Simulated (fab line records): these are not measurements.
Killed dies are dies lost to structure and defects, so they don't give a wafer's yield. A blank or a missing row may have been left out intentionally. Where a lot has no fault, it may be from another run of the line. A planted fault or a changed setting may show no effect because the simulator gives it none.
Matching of chambers    flow n5Finfet    N5_FIN_SAQP_DESCUM_21 on rieDiel-01: 4 sister chambers
The step chemistry O2, time 7.9 s. 4 wafers are shown with their chamber, then 10 later ones without.

== WAFERS, EACH WITH ITS CHAMBER ==
wafer   chamber  drypumpMotorCurrentA (A)
L082.5  3        6.1
L088.1  2        5.8
L088.3  1        6.3
L092.4  0        4.8

== WAFERS WITH NO CHAMBER GIVEN ==
wafer   drypumpMotorCurrentA (A)
L092.6  6.3
L095.4  5.8
L095.5  6.1
L095.6  4.8
L096.1  5.8
L096.3  6.3
L096.5  6.3
L097.2  4.9
L097.3  6.1
L097.6  4.9

== CHAMBER TAKEN BY EACH ==
wafer   from the rows above  in truth
L092.6  1                    1
L095.4  2                    2
L095.5  3                    3
L095.6  0                    0
L096.1  2                    2
L096.3  1                    1
L096.5  1                    1
L097.2  0                    0
L097.3  3                    3
L097.6  0                    0
Correctly placed: 10 of 10. Left unplaced by these rows: 0. Placed wrongly: 0.
How it was worked out, from the rows above alone: a wafer's distance from a chamber is the root of the sum, over the readings, of the square of ((its reading less the chamber's mean) divided by the reading's scatter). If the next closest chamber is less than 2 further off than the closest, the wafer can't be placed; otherwise it belongs to the closest. For every chamber, the mean is computed from those of its wafers that are shown. The scatter: with one shown wafer a chamber, the root of the mean of the squares of how far each hidden wafer lies from its nearest shown one.
